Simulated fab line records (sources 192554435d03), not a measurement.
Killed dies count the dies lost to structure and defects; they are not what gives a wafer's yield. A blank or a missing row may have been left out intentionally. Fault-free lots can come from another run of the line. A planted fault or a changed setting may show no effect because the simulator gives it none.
Matching of chambers    flow n5 finfet    4 sister chambers for N5_BEOL_M15_TRENCH_ETCH_34 on rie diel-04
The step etches SiO2 in C4F8/O2/Ar, target depth 872.93 nm, time 199 s. 4 wafers are shown with their chamber, then 9 later ones without.

== WAFERS PAIRED WITH THEIR CHAMBERS ==
wafer   chamber  rf vpp V (V)
L082.4  1        2242
L085.3  3        2234
L085.4  0        2158
L085.6  2        2064

== WAFERS WITHOUT THEIR CHAMBER ==
wafer   rf vpp V (V)
L087.1  2157
L087.2  2233
L087.3  2241
L093.1  2232
L093.3  2240
L093.4  2156
L096.2  2156
L096.3  2233
L096.5  2233

== CHAMBER TAKEN BY EACH ==
wafer   from the rows above  in truth
L087.1  0                    0
L087.2  3                    3
L087.3  1                    1
L093.1  3                    3
L093.3  1                    1
L093.4  0                    0
L096.2  0                    0
L096.3  3                    3
L096.5  3                    3
Correctly placed: 9 of 9. Can't be placed from these rows: 0. Wrongly placed: 0.
How it was worked out, from the rows above alone: a wafer's distance from a chamber is the root of the sum, over the readings, of the square of ((its reading less the chamber's mean) divided by the reading's scatter). If the next closest chamber is less than 2 further off than the closest, the wafer can't be placed; otherwise it belongs to the closest. A chamber's mean is the mean of its shown wafers. The scatter (one wafer shown for each chamber): square how far every hidden wafer sits from the nearest shown wafer, average those squares and take the square root.
